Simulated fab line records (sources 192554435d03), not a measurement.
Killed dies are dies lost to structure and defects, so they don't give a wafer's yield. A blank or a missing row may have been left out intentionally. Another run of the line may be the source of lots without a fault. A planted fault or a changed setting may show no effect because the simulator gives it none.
Which tool was responsible? || flow n5Finfet || 6 lots with 18 wafers sampled at 8 steps, on a route of 1938 steps

== WHAT THE GAUGES SHOWED, per wafer ==
N5_BEOL_M11_OCD_MEAS_38. Usual: trenchDepthNm reads 149.4 nm (standard deviation 2.8).
{"lot": "L326", "measured": "day 10 21:13", "on": "ocd-02", "trenchDepthNm (nm)": "145.2 152.8 149.5", "flag": ""}
{"lot": "L328", "measured": "day 11 08:10", "on": "ocd-02", "trenchDepthNm (nm)": "145.7 152.9 144.9", "flag": ""}
{"lot": "L334", "measured": "day 12 12:59", "on": "ocd-02", "trenchDepthNm (nm)": "132.5 138.4 142.9", "flag": "OFF"}
{"lot": "L340", "measured": "day 14 01:45", "on": "ocd-02", "trenchDepthNm (nm)": "153.7 151.1 150.1", "flag": ""}
{"lot": "L343", "measured": "day 15 05:13", "on": "ocd-02", "trenchDepthNm (nm)": "150.6 151.4 150.2", "flag": ""}
{"lot": "L346", "measured": "day 15 16:57", "on": "ocd-01", "trenchDepthNm (nm)": "154.2 154.5 150.5", "flag": ""}

N5_BEOL_M11_CD_MEAS_35 targets a cd of 70 nm. Usual: cdNm reads 70.1 nm (standard deviation 0.69).
{"lot": "L326", "measured": "day 10 21:23", "on": "cdSem-03", "cdNm (nm)": "70.8 70.5 71.5", "flag": ""}
{"lot": "L328", "measured": "day 11 08:20", "on": "cdSem-02", "cdNm (nm)": "69.8 70.8 70.3", "flag": ""}
{"lot": "L334", "measured": "day 12 13:08", "on": "cdSem-01", "cdNm (nm)": "70.4 70.2 71.4", "flag": ""}
{"lot": "L340", "measured": "day 14 01:54", "on": "cdSem-02", "cdNm (nm)": "70.8 70.2 71.2", "flag": ""}
{"lot": "L343", "measured": "day 15 05:22", "on": "cdSem-02", "cdNm (nm)": "70.7 70.9 70.2", "flag": ""}
{"lot": "L346", "measured": "day 15 17:07", "on": "cdSem-02", "cdNm (nm)": "70.2 70.5 69.5", "flag": ""}

N5_BEOL_M11_THK_MEAS_53: measures by xrf. Usual: for M11_THK the level is 140 nm and the standard deviation is 3.2.
{"lot": "L326", "measured": "day 10 23:14", "on": "filmMetro-01", "M11_THK (nm)": "136 141 140", "flag": ""}
{"lot": "L328", "measured": "day 11 10:17", "on": "filmMetro-01", "M11_THK (nm)": "135 145 134", "flag": ""}
{"lot": "L334", "measured": "day 12 16:02", "on": "filmMetro-02", "M11_THK (nm)": "124 130 135", "flag": "OFF"}
{"lot": "L340", "measured": "day 14 05:31", "on": "filmMetro-02", "M11_THK (nm)": "145 141 141", "flag": ""}
{"lot": "L343", "measured": "day 15 07:47", "on": "filmMetro-01", "M11_THK (nm)": "143 143 141", "flag": ""}
{"lot": "L346", "measured": "day 15 19:50", "on": "filmMetro-02", "M11_THK (nm)": "144 146 143", "flag": ""}

N5_BEOL_M11_RS_MEAS_57: the measuring method here is four-point-probe. Usual: for M11_RS the level is 0.151 ohm/sq and the standard deviation is 0.0036.
{"lot": "L326", "measured": "day 10 23:23", "on": "filmMetro-01", "M11_RS (ohm/sq)": "0.156 0.148 0.150", "flag": ""}
{"lot": "L328", "measured": "day 11 10:25", "on": "filmMetro-02", "M11_RS (ohm/sq)": "0.157 0.145 0.157", "flag": ""}
{"lot": "L334", "measured": "day 12 16:09", "on": "filmMetro-02", "M11_RS (ohm/sq)": "0.173 0.164 0.158", "flag": "OFF"}
{"lot": "L340", "measured": "day 14 05:38", "on": "filmMetro-01", "M11_RS (ohm/sq)": "0.145 0.150 0.149", "flag": ""}
{"lot": "L343", "measured": "day 15 07:55", "on": "filmMetro-02", "M11_RS (ohm/sq)": "0.148 0.148 0.149", "flag": ""}
{"lot": "L346", "measured": "day 15 19:59", "on": "filmMetro-02", "M11_RS (ohm/sq)": "0.145 0.143 0.146", "flag": ""}

N5_BEOL_M15_RC_MEAS_101. Usual: COMB_M10 1.5e-11 S/m, standard deviation 3.1e-12; COMB_M10_max_site 2.2e-11 S/m, standard deviation 5.4e-12; COMB_M11 1.5e-11 S/m, standard deviation 3.3e-12; COMB_M12 7.2e-12 S/m, standard deviation 1.3e-12; COMB_M13 5.5e-12 S/m, standard deviation 9.9e-13; COMB_M14 4.2e-12 S/m, standard deviation 8e-13; COMB_M15 3.2e-12 S/m, standard deviation 5.7e-13; COMB_M5 3.8e-11 S/m, standard deviation 7.8e-12; COMB_M6 2.6e-11 S/m, standard deviation 5.7e-12; COMB_M7 2.8e-11 S/m, standard deviation 5.5e-12; COMB_M8 2.7e-11 S/m, standard deviation 5.5e-12; COMB_M9 1.5e-11 S/m, standard deviation 3.1e-12; SERP_M10 3.09 ohm/um, standard deviation 0.082; SERP_M11 3.06 ohm/um, standard deviation 0.085; SERP_M11_max_site 3.14 ohm/um, standard deviation 0.094; SERP_M12 0.636 ohm/um, standard deviation 0.022; SERP_M12_max_site 0.649 ohm/um, standard deviation 0.023; SERP_M13 0.307 ohm/um, standard deviation 0.0062; SERP_M13_max_site 0.310 ohm/um, standard deviation 0.0063; SERP_M14 0.162 ohm/um, standard deviation 0.0052; SERP_M5 38.5 ohm/um, standard deviation 1.7; SERP_M6 13.7 ohm/um, standard deviation 0.55; SERP_M6_max_site 14.3 ohm/um, standard deviation 0.64; SERP_M7 14.0 ohm/um, standard deviation 0.62; SERP_M8 13.7 ohm/um, standard deviation 0.55; SERP_M9 3.02 ohm/um, standard deviation 0.088.
{"lot": "L326", "measured": "day 11 21:49", "on": "prober-02", "COMB_M10 (S/m)": "1.4e-11 1.2e-11 9e-12", "COMB_M10_max_site (S/m)": "2.1e-11 1.5e-11 1.8e-11", "COMB_M11 (S/m)": "1.8e-11 1.2e-11 1.6e-11", "COMB_M12 (S/m)": "6.5e-12 5.7e-12 8.9e-12", "COMB_M13 (S/m)": "5.6e-12 5.7e-12 5.8e-12", "COMB_M14 (S/m)": "4.5e-12 4.7e-12 4.6e-12", "COMB_M15 (S/m)": "3.8e-12 3.5e-12 3.9e-12", "COMB_M5 (S/m)": "4.3e-11 3e-11 4e-11", "COMB_M6 (S/m)": "2.9e-11 3.2e-11 2.7e-11", "COMB_M7 (S/m)": "2.1e-11 2.5e-11 3.9e-11", "COMB_M8 (S/m)": "3.1e-11 3.6e-11 3.3e-11", "COMB_M9 (S/m)": "1.5e-11 1.5e-11 1.6e-11", "SERP_M10 (ohm/um)": "3.11 3.05 3.08", "SERP_M11 (ohm/um)": "3.12 3.05 2.98", "SERP_M11_max_site (ohm/um)": "3.18 3.07 3.05", "SERP_M12 (ohm/um)": "0.644 0.645 0.641", "SERP_M12_max_site (ohm/um)": "0.672 0.659 0.652", "SERP_M13 (ohm/um)": "0.311 0.316 0.312", "SERP_M13_max_site (ohm/um)": "0.314 0.319 0.315", "SERP_M14 (ohm/um)": "0.165 0.160 0.159", "SERP_M5 (ohm/um)": "39.5 40.5 40.2", "SERP_M6 (ohm/um)": "14.6 14.3 14.2", "SERP_M6_max_site (ohm/um)": "15.1 15.1 14.6", "SERP_M7 (ohm/um)": "13.7 13.5 12.1", "SERP_M8 (ohm/um)": "13.0 14.0 13.0", "SERP_M9 (ohm/um)": "3.10 3.18 3.11", "flag": ""}
{"lot": "L328", "measured": "day 12 11:11", "on": "prober-02", "COMB_M10 (S/m)": "1.7e-11 2e-11 1.7e-11", "COMB_M10_max_site (S/m)": "2.6e-11 2.9e-11 2.4e-11", "COMB_M11 (S/m)": "1.5e-11 1.4e-11 2.1e-11", "COMB_M12 (S/m)": "8.5e-12 5.8e-12 7.9e-12", "COMB_M13 (S/m)": "4.2e-12 3.5e-12 4.9e-12", "COMB_M14 (S/m)": "3.9e-12 4.2e-12 3.4e-12", "COMB_M15 (S/m)": "3e-12 3.7e-12 2.6e-12", "COMB_M5 (S/m)": "4e-11 6.3e-11 3.1e-11", "COMB_M6 (S/m)": "2.3e-11 3.2e-11 2.9e-11", "COMB_M7 (S/m)": "2.4e-11 2.4e-11 2.8e-11", "COMB_M8 (S/m)": "2.9e-11 2.6e-11 2.2e-11", "COMB_M9 (S/m)": "1.2e-11 1.2e-11 1.5e-11", "SERP_M10 (ohm/um)": "3.10 3.14 3.09", "SERP_M11 (ohm/um)": "3.18 2.92 3.14", "SERP_M11_max_site (ohm/um)": "3.23 2.97 3.27", "SERP_M12 (ohm/um)": "0.665 0.652 0.666", "SERP_M12_max_site (ohm/um)": "0.683 0.661 0.685", "SERP_M13 (ohm/um)": "0.308 0.312 0.313", "SERP_M13_max_site (ohm/um)": "0.311 0.313 0.315", "SERP_M14 (ohm/um)": "0.160 0.168 0.160", "SERP_M5 (ohm/um)": "39.8 37.4 40.1", "SERP_M6 (ohm/um)": "14.1 14.7 13.0", "SERP_M6_max_site (ohm/um)": "15.4 15.9 14.0", "SERP_M7 (ohm/um)": "13.4 13.4 13.2", "SERP_M8 (ohm/um)": "13.8 12.6 14.0", "SERP_M9 (ohm/um)": "3.05 2.98 3.02", "flag": ""}
{"lot": "L334", "measured": "day 13 13:58", "on": "prober-01", "COMB_M10 (S/m)": "1.2e-11 1.4e-11 1.1e-11", "COMB_M10_max_site (S/m)": "1.8e-11 1.9e-11 1.8e-11", "COMB_M11 (S/m)": "1.7e-11 1.2e-11 1.2e-11", "COMB_M12 (S/m)": "7e-12 6.7e-12 6.1e-12", "COMB_M13 (S/m)": "4.9e-12 5.4e-12 6.1e-12", "COMB_M14 (S/m)": "2.6e-12 3.6e-12 3.5e-12", "COMB_M15 (S/m)": "2.6e-12 3.3e-12 2.9e-12", "COMB_M5 (S/m)": "4.8e-11 4.2e-11 4.4e-11", "COMB_M6 (S/m)": "1.9e-11 2.9e-11 2.1e-11", "COMB_M7 (S/m)": "2e-11 2.2e-11 3.4e-11", "COMB_M8 (S/m)": "3.7e-11 2.5e-11 2.5e-11", "COMB_M9 (S/m)": "1e-11 1.1e-11 1.5e-11", "SERP_M10 (ohm/um)": "3.01 3.04 3.09", "SERP_M11 (ohm/um)": "3.45 3.30 3.11", "SERP_M11_max_site (ohm/um)": "3.57 3.48 3.17", "SERP_M12 (ohm/um)": "0.640 0.642 0.654", "SERP_M12_max_site (ohm/um)": "0.654 0.657 0.671", "SERP_M13 (ohm/um)": "0.315 0.312 0.301", "SERP_M13_max_site (ohm/um)": "0.319 0.315 0.305", "SERP_M14 (ohm/um)": "0.170 0.171 0.167", "SERP_M5 (ohm/um)": "38.9 37.8 40.7", "SERP_M6 (ohm/um)": "14.4 12.3 14.4", "SERP_M6_max_site (ohm/um)": "14.7 12.6 14.8", "SERP_M7 (ohm/um)": "14.1 13.6 14.1", "SERP_M8 (ohm/um)": "13.7 14.1 13.3", "SERP_M9 (ohm/um)": "2.84 3.00 3.06", "flag": ""}
{"lot": "L340", "measured": "day 15 02:22", "on": "prober-02", "COMB_M10 (S/m)": "1.8e-11 1.4e-11 1.1e-11", "COMB_M10_max_site (S/m)": "3.1e-11 2e-11 1.6e-11", "COMB_M11 (S/m)": "1.9e-11 1.3e-11 2e-11", "COMB_M12 (S/m)": "1e-11 7.3e-12 7.6e-12", "COMB_M13 (S/m)": "6.2e-12 6e-12 6.2e-12", "COMB_M14 (S/m)": "4.2e-12 4.6e-12 4.2e-12", "COMB_M15 (S/m)": "3.2e-12 2.8e-12 3.6e-12", "COMB_M5 (S/m)": "4.5e-11 3.1e-11 2.9e-11", "COMB_M6 (S/m)": "3.2e-11 3e-11 3.2e-11", "COMB_M7 (S/m)": "2.2e-11 1.8e-11 2.2e-11", "COMB_M8 (S/m)": "4.7e-11 2.3e-11 2.6e-11", "COMB_M9 (S/m)": "1.6e-11 1e-11 1.6e-11", "SERP_M10 (ohm/um)": "3.09 3.00 3.05", "SERP_M11 (ohm/um)": "2.95 3.12 2.92", "SERP_M11_max_site (ohm/um)": "3.00 3.17 3.04", "SERP_M12 (ohm/um)": "0.647 0.645 0.657", "SERP_M12_max_site (ohm/um)": "0.660 0.656 0.670", "SERP_M13 (ohm/um)": "0.313 0.310 0.310", "SERP_M13_max_site (ohm/um)": "0.316 0.312 0.312", "SERP_M14 (ohm/um)": "0.159 0.168 0.159", "SERP_M5 (ohm/um)": "41.0 38.7 37.8", "SERP_M6 (ohm/um)": "13.3 13.8 14.4", "SERP_M6_max_site (ohm/um)": "13.8 14.5 15.1", "SERP_M7 (ohm/um)": "13.3 13.2 13.6", "SERP_M8 (ohm/um)": "13.9 13.5 13.8", "SERP_M9 (ohm/um)": "2.99 3.01 3.05", "flag": ""}
{"lot": "L343", "measured": "day 16 12:19", "on": "prober-01", "COMB_M10 (S/m)": "1.4e-11 1.5e-11 1.5e-11", "COMB_M10_max_site (S/m)": "2e-11 1.9e-11 1.9e-11", "COMB_M11 (S/m)": "1.1e-11 1.4e-11 1.6e-11", "COMB_M12 (S/m)": "7.8e-12 6.9e-12 7.5e-12", "COMB_M13 (S/m)": "5e-12 5.4e-12 4.8e-12", "COMB_M14 (S/m)": "4.5e-12 4.9e-12 4.1e-12", "COMB_M15 (S/m)": "3.4e-12 2.7e-12 2.5e-12", "COMB_M5 (S/m)": "3.2e-11 3.9e-11 3.4e-11", "COMB_M6 (S/m)": "2.3e-11 2e-11 2.1e-11", "COMB_M7 (S/m)": "1.8e-11 3.3e-11 2.9e-11", "COMB_M8 (S/m)": "2.3e-11 2.7e-11 2.8e-11", "COMB_M9 (S/m)": "1.5e-11 1.3e-11 1.3e-11", "SERP_M10 (ohm/um)": "3.16 3.17 3.14", "SERP_M11 (ohm/um)": "2.98 2.95 3.00", "SERP_M11_max_site (ohm/um)": "3.09 3.09 3.15", "SERP_M12 (ohm/um)": "0.604 0.612 0.601", "SERP_M12_max_site (ohm/um)": "0.618 0.626 0.624", "SERP_M13 (ohm/um)": "0.312 0.301 0.303", "SERP_M13_max_site (ohm/um)": "0.314 0.308 0.306", "SERP_M14 (ohm/um)": "0.160 0.158 0.166", "SERP_M5 (ohm/um)": "38.6 38.7 39.9", "SERP_M6 (ohm/um)": "14.0 14.2 13.6", "SERP_M6_max_site (ohm/um)": "14.4 14.7 14.4", "SERP_M7 (ohm/um)": "13.5 14.3 14.1", "SERP_M8 (ohm/um)": "13.3 13.4 14.2", "SERP_M9 (ohm/um)": "2.94 3.00 2.96", "flag": ""}
{"lot": "L346", "measured": "day 17 00:03", "on": "prober-02", "COMB_M10 (S/m)": "1.3e-11 1.9e-11 1.5e-11", "COMB_M10_max_site (S/m)": "2.1e-11 2.4e-11 2.2e-11", "COMB_M11 (S/m)": "2e-11 1.7e-11 1.4e-11", "COMB_M12 (S/m)": "5.4e-12 7.9e-12 6.5e-12", "COMB_M13 (S/m)": "5.4e-12 6.4e-12 5e-12", "COMB_M14 (S/m)": "3.3e-12 4.4e-12 4.9e-12", "COMB_M15 (S/m)": "2.4e-12 2.4e-12 2.7e-12", "COMB_M5 (S/m)": "5.5e-11 5.4e-11 5.1e-11", "COMB_M6 (S/m)": "2.2e-11 2.3e-11 2.1e-11", "COMB_M7 (S/m)": "2.3e-11 2e-11 2.6e-11", "COMB_M8 (S/m)": "2.6e-11 1.8e-11 2.6e-11", "COMB_M9 (S/m)": "1.5e-11 1.2e-11 1.8e-11", "SERP_M10 (ohm/um)": "3.22 3.08 3.11", "SERP_M11 (ohm/um)": "2.93 2.88 3.00", "SERP_M11_max_site (ohm/um)": "2.97 2.97 3.07", "SERP_M12 (ohm/um)": "0.622 0.644 0.620", "SERP_M12_max_site (ohm/um)": "0.634 0.654 0.644", "SERP_M13 (ohm/um)": "0.311 0.310 0.311", "SERP_M13_max_site (ohm/um)": "0.313 0.312 0.313", "SERP_M14 (ohm/um)": "0.160 0.161 0.162", "SERP_M5 (ohm/um)": "38.1 39.6 38.1", "SERP_M6 (ohm/um)": "14.4 14.4 13.2", "SERP_M6_max_site (ohm/um)": "14.9 15.1 13.7", "SERP_M7 (ohm/um)": "15.3 13.6 14.6", "SERP_M8 (ohm/um)": "13.7 14.0 13.9", "SERP_M9 (ohm/um)": "3.05 3.02 3.05", "flag": ""}

== EACH LOT AND THE TOOL THAT RAN IT (in order: tool; ch and the chambers of the sampled wafers; start) ==
{"lot": "L326", "N5_BEOL_M11_ETCH_65": "rieDiel-01 ch 0,1,2, day 10 20:46", "N5_BEOL_M11_TRENCH_ETCH_37": "rieDiel-01 ch 0,1,2, day 10 21:02", "N5_BEOL_M11_PRE_CLEAN_45": "pvdSputter-02, day 10 21:53"}
{"lot": "L328", "N5_BEOL_M11_ETCH_65": "rieDiel-02 ch 0,1, day 11 07:43", "N5_BEOL_M11_TRENCH_ETCH_37": "rieDiel-02 ch 0,1, day 11 07:59", "N5_BEOL_M11_PRE_CLEAN_45": "pvdSputter-01, day 11 08:50"}
{"lot": "L334", "N5_BEOL_M11_ETCH_65": "rieDiel-01 ch 1,2, day 12 12:32", "N5_BEOL_M11_TRENCH_ETCH_37": "rieDiel-01 ch 1,2, day 12 12:49", "N5_BEOL_M11_PRE_CLEAN_45": "pvdSputter-02, day 12 13:55"}
{"lot": "L340", "N5_BEOL_M11_ETCH_65": "rieDiel-02 ch 0,1,3, day 14 01:17", "N5_BEOL_M11_TRENCH_ETCH_37": "rieDiel-02 ch 0,1,3, day 14 01:34", "N5_BEOL_M11_PRE_CLEAN_45": "pvdSputter-02, day 14 02:18"}
{"lot": "L343", "N5_BEOL_M11_ETCH_65": "rieDiel-02 ch 0,3, day 15 04:46", "N5_BEOL_M11_TRENCH_ETCH_37": "rieDiel-02 ch 0,3, day 15 05:02", "N5_BEOL_M11_PRE_CLEAN_45": "pvdSputter-02, day 15 05:55"}
{"lot": "L346", "N5_BEOL_M11_ETCH_65": "rieDiel-02 ch 1,3, day 15 16:30", "N5_BEOL_M11_TRENCH_ETCH_37": "rieDiel-02 ch 1,3, day 15 16:46", "N5_BEOL_M11_PRE_CLEAN_45": "pvdSputter-01, day 15 17:34"}
- N5_BEOL_M11_ETCH_65: etches SiARC in CF4, target depth 39 nm, time 65 s.
- N5_BEOL_M11_TRENCH_ETCH_37: etches SiCOH lowk in C4F6/O2, target depth 148.83 nm, time 48 s.
- N5_BEOL_M11_PRE_CLEAN_45: time 30 s.

== AS READ BY THE TOOLS THEMSELVES (means over the sampled wafers that have a number; for cases with no such wafer, the mark the record gives instead) ==
N5_BEOL_M11_ETCH_65. Usual: drypumpMotorCurrentA 5.9 A, standard deviation 0.34; etchRfOnTimeS 64.2 s, standard deviation 1.5; oesProductAu 0.68 a.u., standard deviation 0.082; rfVppV 184.5 V, standard deviation 1.2; showerheadPlenumPTorr 2.17 Torr, standard deviation 0.069; throttleValvePct 15.59 %, standard deviation 0.19.
{"lot": "L326", "tool": "rieDiel-01", "drypumpMotorCurrentA (A)": 5.6, "etchRfOnTimeS (s)": 64.3, "oesProductAu (a.u.)": 0.75, "rfVppV (V)": 184.6, "showerheadPlenumPTorr (Torr)": 2.14, "throttleValvePct (%)": 15.66, "flag": ""}
{"lot": "L328", "tool": "rieDiel-02", "drypumpMotorCurrentA (A)": 5.9, "etchRfOnTimeS (s)": 64.5, "oesProductAu (a.u.)": 0.65, "rfVppV (V)": 182.9, "showerheadPlenumPTorr (Torr)": 2.06, "throttleValvePct (%)": 15.54, "flag": ""}
{"lot": "L334", "tool": "rieDiel-01", "drypumpMotorCurrentA (A)": 5.7, "etchRfOnTimeS (s)": 66.5, "oesProductAu (a.u.)": 0.68, "rfVppV (V)": 184.3, "showerheadPlenumPTorr (Torr)": 2.17, "throttleValvePct (%)": 15.72, "flag": ""}
{"lot": "L340", "tool": "rieDiel-02", "drypumpMotorCurrentA (A)": 5.8, "etchRfOnTimeS (s)": 62.7, "oesProductAu (a.u.)": 0.78, "rfVppV (V)": 184.1, "showerheadPlenumPTorr (Torr)": 2.18, "throttleValvePct (%)": 15.33, "flag": ""}
{"lot": "L343", "tool": "rieDiel-02", "drypumpMotorCurrentA (A)": 5.6, "etchRfOnTimeS (s)": 62.9, "oesProductAu (a.u.)": 0.78, "rfVppV (V)": 185.2, "showerheadPlenumPTorr (Torr)": 2.24, "throttleValvePct (%)": 15.27, "flag": ""}
{"lot": "L346", "tool": "rieDiel-02", "drypumpMotorCurrentA (A)": 6.1, "etchRfOnTimeS (s)": 62.0, "oesProductAu (a.u.)": 0.74, "rfVppV (V)": 183.9, "showerheadPlenumPTorr (Torr)": 2.11, "throttleValvePct (%)": 15.45, "flag": ""}

N5_BEOL_M11_TRENCH_ETCH_37. Usual: drypumpMotorCurrentA 5.9 A, standard deviation 0.34; oes_o_777_au 0.81 a.u., standard deviation 0.089; oesProductAu 0.80 a.u., standard deviation 0.093; rfVppV 659 V, standard deviation 12; showerheadPlenumPTorr 2.88 Torr, standard deviation 0.092; throttleValvePct 20.92 %, standard deviation 0.17.
{"lot": "L326", "tool": "rieDiel-01", "drypumpMotorCurrentA (A)": 5.6, "oes_o_777_au (a.u.)": 0.87, "oesProductAu (a.u.)": 0.87, "rfVppV (V)": 668, "showerheadPlenumPTorr (Torr)": 2.84, "throttleValvePct (%)": 21.03, "flag": ""}
{"lot": "L328", "tool": "rieDiel-02", "drypumpMotorCurrentA (A)": 5.9, "oes_o_777_au (a.u.)": 0.77, "oesProductAu (a.u.)": 0.76, "rfVppV (V)": 650, "showerheadPlenumPTorr (Torr)": 2.74, "throttleValvePct (%)": 20.90, "flag": ""}
{"lot": "L334", "tool": "rieDiel-01", "drypumpMotorCurrentA (A)": 5.7, "oes_o_777_au (a.u.)": 0.80, "oesProductAu (a.u.)": 0.77, "rfVppV (V)": 658, "showerheadPlenumPTorr (Torr)": 2.89, "throttleValvePct (%)": 21.07, "flag": ""}
{"lot": "L340", "tool": "rieDiel-02", "drypumpMotorCurrentA (A)": 5.8, "oes_o_777_au (a.u.)": 0.91, "oesProductAu (a.u.)": 0.90, "rfVppV (V)": 651, "showerheadPlenumPTorr (Torr)": 2.91, "throttleValvePct (%)": 20.76, "flag": ""}
{"lot": "L343", "tool": "rieDiel-02", "drypumpMotorCurrentA (A)": 5.6, "oes_o_777_au (a.u.)": 0.92, "oesProductAu (a.u.)": 0.91, "rfVppV (V)": 661, "showerheadPlenumPTorr (Torr)": 2.99, "throttleValvePct (%)": 20.68, "flag": ""}
{"lot": "L346", "tool": "rieDiel-02", "drypumpMotorCurrentA (A)": 6.1, "oes_o_777_au (a.u.)": 0.85, "oesProductAu (a.u.)": 0.87, "rfVppV (V)": 642, "showerheadPlenumPTorr (Torr)": 2.82, "throttleValvePct (%)": 20.89, "flag": ""}

N5_BEOL_M11_PRE_CLEAN_45. Usual: heaterPowerW 321 W, standard deviation 25; susceptorTempC 249.98 C, standard deviation 0.18.
{"lot": "L326", "tool": "pvdSputter-02", "heaterPowerW (W)": 310, "susceptorTempC (C)": 250.17, "flag": ""}
{"lot": "L328", "tool": "pvdSputter-01", "heaterPowerW (W)": 313, "susceptorTempC (C)": 250.05, "flag": ""}
{"lot": "L334", "tool": "pvdSputter-02", "heaterPowerW (W)": 330, "susceptorTempC (C)": 249.81, "flag": ""}
{"lot": "L340", "tool": "pvdSputter-02", "heaterPowerW (W)": 297, "susceptorTempC (C)": 249.92, "flag": ""}
{"lot": "L343", "tool": "pvdSputter-02", "heaterPowerW (W)": 315, "susceptorTempC (C)": 250.10, "flag": ""}
{"lot": "L346", "tool": "pvdSputter-01", "heaterPowerW (W)": 326, "susceptorTempC (C)": 250.02, "flag": ""}

== THE ANSWER, worked out from the rows above alone ==
Rule: take the mean of a lot's wafers that have a number; if it is more than 3 standard deviations from the usual mean, the lot is off. Also off: a lot with no number at a reading for which 4 or more lots have one. Any other lot the step has rows for is counted as sound. Order of review: gauges by route order, followed by the tools' own readings, for which a lot's mean as printed above is used. At the first step where some lot is off, the reading lying furthest off is the one used; lots without a number count as furthest.
Off, at N5_BEOL_M11_OCD_MEAS_38 on trenchDepthNm: L334.
If a tool, at a process step before that reading, ran all the lots that are off and no sound lot after the first of them, it fits. Not tried: the gauges at N5_BEOL_M11_OCD_MEAS_38; whatever is off there is also off at N5_BEOL_M11_THK_MEAS_53, on other tools, and gauge error can't account for it. One fits: N5_BEOL_M11_ETCH_65 and N5_BEOL_M11_TRENCH_ETCH_37 on rieDiel-01. At N5_BEOL_M11_ETCH_65 its last sound lot is L326 (day 10 20:46), its first lot that is off L334 (day 12 12:32): a fault that began between those two fits.

== WHAT THE SIMULATOR HAD INSERTED ==
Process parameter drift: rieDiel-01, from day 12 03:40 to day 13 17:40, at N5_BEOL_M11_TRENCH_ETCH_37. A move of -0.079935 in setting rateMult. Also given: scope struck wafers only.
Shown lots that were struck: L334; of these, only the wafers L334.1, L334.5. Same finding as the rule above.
